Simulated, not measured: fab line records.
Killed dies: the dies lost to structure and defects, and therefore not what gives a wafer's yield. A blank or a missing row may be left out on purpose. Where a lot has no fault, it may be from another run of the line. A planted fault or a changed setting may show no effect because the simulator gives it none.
Chamber matching / flow nand_harc / NHARC_A_SLIT_DEP_23 on pecvd-01: 3 sister chambers
The step deposits SiON, target thk 100 nm. 3 wafers are shown with their chamber, then 10 later ones without.

WAFERS, EACH WITH ITS CHAMBER
wafer=L084.4; chamber=2; heater_power_w (W)=797
wafer=L088.3; chamber=1; heater_power_w (W)=752
wafer=L088.4; chamber=0; heater_power_w (W)=718

WAFERS WHOSE CHAMBER IS MISSING
wafer=L088.5; heater_power_w (W)=773
wafer=L088.1; heater_power_w (W)=883
wafer=L088.2; heater_power_w (W)=741
wafer=L088.6; heater_power_w (W)=891
wafer=L092.1; heater_power_w (W)=743
wafer=L092.4; heater_power_w (W)=920
wafer=L092.5; heater_power_w (W)=711
wafer=L095.2; heater_power_w (W)=736
wafer=L095.3; heater_power_w (W)=916
wafer=L095.6; heater_power_w (W)=930

WHICH CHAMBER EACH WENT THROUGH
wafer=L088.5; from the rows above=can't be placed: 1 or 2 or 0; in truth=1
wafer=L088.1; from the rows above=can't be placed: 2 or 1 or 0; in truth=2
wafer=L088.2; from the rows above=can't be placed: 1 or 0 or 2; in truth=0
wafer=L088.6; from the rows above=can't be placed: 2 or 1 or 0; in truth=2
wafer=L092.1; from the rows above=can't be placed: 1 or 0 or 2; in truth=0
wafer=L092.4; from the rows above=can't be placed: 2 or 1 or 0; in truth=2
wafer=L092.5; from the rows above=can't be placed: 0 or 1 or 2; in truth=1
wafer=L095.2; from the rows above=can't be placed: 1 or 0 or 2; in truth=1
wafer=L095.3; from the rows above=can't be placed: 2 or 1 or 0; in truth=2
wafer=L095.6; from the rows above=can't be placed: 2 or 1 or 0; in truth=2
Correct placement for 0 of the 10. Not placeable from these rows: 10 (in 10, the candidates include the true chamber). 0 placed wrongly.
How it was worked out, from the rows above alone: a wafer's distance from a chamber is the root of the sum, over the readings, of the square of ((its reading less the chamber's mean) divided by the reading's scatter). If the next closest chamber is less than 2 further off than the closest, the wafer can't be placed; otherwise it belongs to the closest. For every chamber, the mean is computed from those of its wafers that are shown. The scatter: with one shown wafer a chamber, the root of the mean of the squares of how far each hidden wafer lies from its nearest shown one.
